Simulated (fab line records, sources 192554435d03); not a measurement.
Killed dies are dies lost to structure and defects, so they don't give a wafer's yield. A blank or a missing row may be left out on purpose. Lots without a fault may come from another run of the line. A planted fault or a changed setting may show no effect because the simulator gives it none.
Chamber matching | flow n5_finfet | N5_BEOL_M10_CURE_72 on uv_cure-02: 3 sister chambers
The step cures SiCOH lowk, time 120 s. 3 wafers are shown with their chamber, then 10 later ones without.

WAFERS WITH THEIR CHAMBER
wafer  | chamber | wafer_temp_C_max
L084.6 | 1       | 371.2
L085.6 | 0       | 371.2
L087.4 | 2       | 373.0

WAFERS WITHOUT THEIR CHAMBER
wafer  | wafer_temp_C_max
L087.5 | 373.6
L092.4 | 370.6
L092.5 | 371.1
L092.6 | 371.1
L091.1 | 370.8
L091.5 | 371.1
L091.6 | 370.9
L097.4 | 371.2
L097.5 | 371.5
L097.6 | 371.0

WHICH CHAMBER EACH WENT THROUGH
wafer  | from the rows above     | in truth
L087.5 | 2                       | 2
L092.4 | can't be placed: 0 or 1 | 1
L092.5 | can't be placed: 0 or 1 | 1
L092.6 | can't be placed: 0 or 1 | 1
L091.1 | can't be placed: 0 or 1 | 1
L091.5 | can't be placed: 0 or 1 | 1
L091.6 | can't be placed: 0 or 1 | 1
L097.4 | can't be placed: 0 or 1 | 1
L097.5 | can't be placed: 0 or 1 | 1
L097.6 | can't be placed: 0 or 1 | 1
Placed correctly: 1 of 10. Can't be placed from these rows: 9 (the true chamber is among the candidates in 9). Placed wrongly: 0.
How it was worked out, from the rows above alone: a wafer's distance from a chamber is the root of the sum, over the readings, of the square of ((its reading less the chamber's mean) divided by the reading's scatter). The wafer belongs to the nearest chamber; if the next one is less than 2 further off, it can't be placed. A chamber's mean is the mean of its shown wafers. The scatter: with one shown wafer a chamber, the root of the mean of the squares of how far each hidden wafer lies from its nearest shown one.
